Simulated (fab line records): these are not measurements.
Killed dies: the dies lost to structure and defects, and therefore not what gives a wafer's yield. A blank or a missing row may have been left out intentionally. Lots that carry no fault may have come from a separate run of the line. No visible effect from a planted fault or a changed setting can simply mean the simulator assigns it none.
Lot-split experiment + flow n5-finfet + on a route of 1938 steps: 7 lots, 21 wafers read

THE SPLIT ITSELF
At N5_WELL_APT_EXPOSE_22 (exposes mask PWELL, defocus 0 nm, target cd 200 nm), the setting dose-mj was moved away from the recipe's 23.2 on 4 of the 21 wafers read, by -6.2% to +5.4%. The other wafers ran this setting at the recipe's value.

FROM THE SPLIT TO THE READING: what the file shows between them, 3 steps
- N5_WELL_APT_PEB_23: peb time 90 s (also split here: peb-time-s)
- N5_WELL_APT_DEVELOP_24: develop time 45 s
- N5_WELL_APT_HARDBAKE_29: time 120 s

THE READING
cd-nm, in nm, at N5_WELL_APT_CD_MEAS_25 (target cd 200 nm). A value of 199.0 nm with a standard deviation of 1.9 nm is what fault-free wafers of this fab line usually give.

| wafer  | tool, chamber at the split | dose-mj as run | against the recipe | cd-nm, nm | against lot-mates on the recipe |
|--------|----------------------------|----------------|--------------------|-----------|---------------------------------|
| L076.2 | krf-scanner-02, 0          | 23.2           | recipe             | 188.9     | -                               |
| L076.3 | krf-scanner-02, 0          | 23.2           | recipe             | 195.5     | -                               |
| L076.4 | krf-scanner-02, 0          | 23.2           | recipe             | 199.8     | -                               |
| L078.1 | krf-scanner-02, 0          | 23.2           | recipe             | 196.1     | -                               |
| L078.4 | krf-scanner-02, 0          | 23.2           | recipe             | 196.8     | -                               |
| L078.6 | krf-scanner-02, 0          | 23.2           | recipe             | 196.4     | -                               |
| L079.1 | krf-scanner-02, 0          | 23.2           | recipe             | 197.8     | -                               |
| L079.2 | krf-scanner-02, 0          | 21.76          | -6.2%              | 174.2     | -23.6                           |
| L079.4 | krf-scanner-02, 0          | 21.76          | -6.2%              | 173.5     | -24.3                           |
| L084.1 | krf-scanner-01, 0          | 24.45          | +5.4%              | 208.2     | +12.1                           |
| L084.3 | krf-scanner-01, 0          | 24.45          | +5.4%              | 212.0     | +15.9                           |
| L084.6 | krf-scanner-01, 0          | 23.2           | recipe             | 196.1     | -                               |
| L087.1 | krf-scanner-02, 0          | 23.2           | recipe             | 201.9     | -                               |
| L087.4 | krf-scanner-02, 0          | 23.2           | recipe             | 199.0     | -                               |
| L087.5 | krf-scanner-02, 0          | 23.2           | recipe             | 198.2     | -                               |
| L088.1 | krf-scanner-01, 0          | 23.2           | recipe             | 199.8     | -                               |
| L088.5 | krf-scanner-01, 0          | 23.2           | recipe             | 200.2     | -                               |
| L088.6 | krf-scanner-01, 0          | 23.2           | recipe             | 201.3     | -                               |
| L090.3 | krf-scanner-01, 0          | 23.2           | recipe             | 199.8     | -                               |
| L090.5 | krf-scanner-01, 0          | 23.2           | recipe             | 187.4     | -                               |
| L090.6 | krf-scanner-01, 0          | 23.2           | recipe             | 190.8     | -                               |

FIT RESULTS
A straight line over all 21 wafers: cd-nm changes by +3.16 nm for each +1% of dose-mj; r = +0.90; the points scatter about the line by 4.2 nm.
The same after taking each lot's own level away (the mean of its wafers on the recipe; 21 wafers): +3.31 nm for each +1%; r = +0.94; scatter 3.3 nm.
That fit puts the effect of the largest move of dose-mj on the reading at 21 nm.
Measured against the standard deviation above, the lots' own levels, which go from 192.67 to 200.43 nm, span 4.1 times it.
The two slopes agree, so the slope changes little with the lot-to-lot level.
Check: -20.1 nm against its lot-mates is what the line predicts for one of the wafers moved furthest among these (-6.2%) when that wafer is left out of the fit. Against them it came out at -23.6 nm.

ADDITIONAL SPLITS CARRIED BY THESE WAFERS
These wafers also went through other splits before the reading. Each is held against what the fit with the lots' levels taken away leaves over:
| other split on the same wafers | wafers away from the commonest value | r with cd-nm (lot level and that fit taken away) |
|--------------------------------|--------------------------------------|--------------------------------------------------|
| N5_WELL_APT_PEB_23 peb-time-s  | 10                                   | +0.68                                            |

THE WHOLE CHAIN: every reading that the file lists as answering this split, in the file's order
| step                   | what it does             | reading                                                         | change (the file's fit)              | r (the file's) |
|------------------------|--------------------------|-----------------------------------------------------------------|--------------------------------------|----------------|
| N5_WELL_APT_CD_MEAS_25 | target cd 200 nm         | cd-nm                                                           | +3.32 nm for each +1% of the setting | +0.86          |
| N5_WELL_APT_DESCUM_30  | chemistry O2, time 7.9 s | WELL_APT.cd-nm (the simulator's own value, which no gauge read) | +3.36 nm for each +1% of the setting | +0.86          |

THE FILE'S OWN FIT
cd-nm changes by +3.32 nm for each +1% of dose-mj, r = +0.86.
